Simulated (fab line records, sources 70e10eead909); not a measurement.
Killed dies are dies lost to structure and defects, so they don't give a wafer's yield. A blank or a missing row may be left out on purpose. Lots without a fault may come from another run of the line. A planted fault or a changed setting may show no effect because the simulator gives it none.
A struck lot beside a sound one | flow nand_harc | 15 steps out of a route of 1302
Sound: wafers L137.1, L137.4, L137.5. Struck: wafers L150.2, L150.5. (L150.4 of the same lot was not struck and is left out.) The cause comes at the end.
At each step with rows: each side's tool, then ch and its chambers, then its first start. Under that, the readings that differ: sound wafers | struck wafers | difference of the means | sigmas: that difference in standard deviations of wafers without a fault.
alike: readings whose means differ by less than 2 such deviations, and words and numbers that are the same on both sides. not compared: withheld readings, readings that some wafer has no value for, bounds like >300 that may hide the same value, and numbers for which the record gives no deviation and whose values overlap.
The two part at a step that has a row with sigmas, a row that says differs or no value, or rows on one side only. Numbers that don't overlap but have no deviation are shown without sigmas and don't part them. A reading that every wafer of one side lacks parts them only if that side has two wafers or more.

NHARC_THIN_TSV_DEP_43: deposits SiO2, target thk 1328.5 nm.
  sound on pecvd-02 ch 0,2, day 23 23:19; struck on pecvd-03 ch 0,1, day 29 08:33
  alike: flow_sccm, throttle_valve_pct
then, 8 steps without rows for these wafers: NHARC_THIN_TSV_DEHYDRATE_04 (time 120 s); NHARC_THIN_TSV_HMDS_05 (time 30 s); NHARC_THIN_TSV_COAT_06; NHARC_THIN_TSV_SOFTBAKE_07 (time 95 s); NHARC_THIN_TSV_EBR_08; NHARC_THIN_TSV_EXPOSE_09 (exposes mask TSV); NHARC_THIN_TSV_PEB_10 (peb time 85 s); NHARC_THIN_TSV_DEVELOP_11 (time 70 s).
NHARC_THIN_TSV_CD_MEAS_12: target cd 1000 nm.
  sound on cd_sem-03 ch 0, day 23 23:56; struck on cd_sem-01 ch 0, day 29 09:20
  reading    | sound             | struck       | difference | sigmas
  cd_nm (nm) | 993.8 997.2 998.5 | 1001.5 999.5 | +4.0       | +2
then, 1 step without rows for these wafers: NHARC_THIN_TSV_HARDBAKE_13 (time 80 s).
NHARC_THIN_TSV_DESCUM_14: chemistry O2, time 3 s.
  sound on rie_diel-04 ch 1,3, day 24 00:06; struck on rie_diel-06 ch 1,2, day 29 09:31
  alike: drypump_motor_current_A, o2_flow_sccm, oes_product_au, rf_vpp_V, showerhead_plenum_p_Torr, throttle_valve_pct
  not compared: rf_hours_counter_h
NHARC_THIN_TSV_ETCH_44: etches the open film in CF4/O2, target depth 1594.2 nm, time 797.1 s.
  sound on rie_diel-04 ch 0,1, day 24 00:11; struck on rie_diel-06 ch 0, day 29 09:41
  reading               | sound             | struck      | difference | sigmas
  oes_product_au (a.u.) | 1.007 0.998 1.003 | 0.980 0.979 | -0.023     | -2
  run_length_s (s)      | 818.2 818.7 818.0 | 620.7 620.8 | -197.6     | -99 or more
  alike: drypump_motor_current_A, o2_flow_sccm, rf_vpp_V, showerhead_plenum_p_Torr, throttle_valve_pct
  not compared: rf_hours_counter_h
NHARC_THIN_TSV_ETCH_15: target depth 3000 nm, bosch target overetch cycles 2, bosch etch step 2.8 s.
  sound on rie_si-02 ch 1,2,3, day 24 00:46; struck on rie_si-02 ch 0,1, day 29 10:17
  alike: drypump_motor_current_A
  not compared: rf_hours_counter_h
NHARC_END_SORT_01:
  sound on prober-02 ch 0, day 24 15:43; struck on prober-01 ch 0, day 29 23:33
  reading                  | sound    | struck                                            | difference                   | sigmas
  hold                     | - - -    | await_dispo/2.3h/release await_dispo/2.3h/release | no value on the sound wafers |
  defect_limited_yield (%) | 97 96 95 | 0 0                                               | -96                          | -28
  killed_at_other          | 1 0 0    | 634 639                                           | +636                         | +99 or more
  killed_dies              | 23 25 37 | 677 677                                           | +649                         | +28
  alike: killed_at_array, killed_at_periphery, killed_open, killed_short

WHERE THEY PART
First at NHARC_THIN_TSV_CD_MEAS_12; last, within this record, at NHARC_END_SORT_01.

WHY: what the simulator had put in
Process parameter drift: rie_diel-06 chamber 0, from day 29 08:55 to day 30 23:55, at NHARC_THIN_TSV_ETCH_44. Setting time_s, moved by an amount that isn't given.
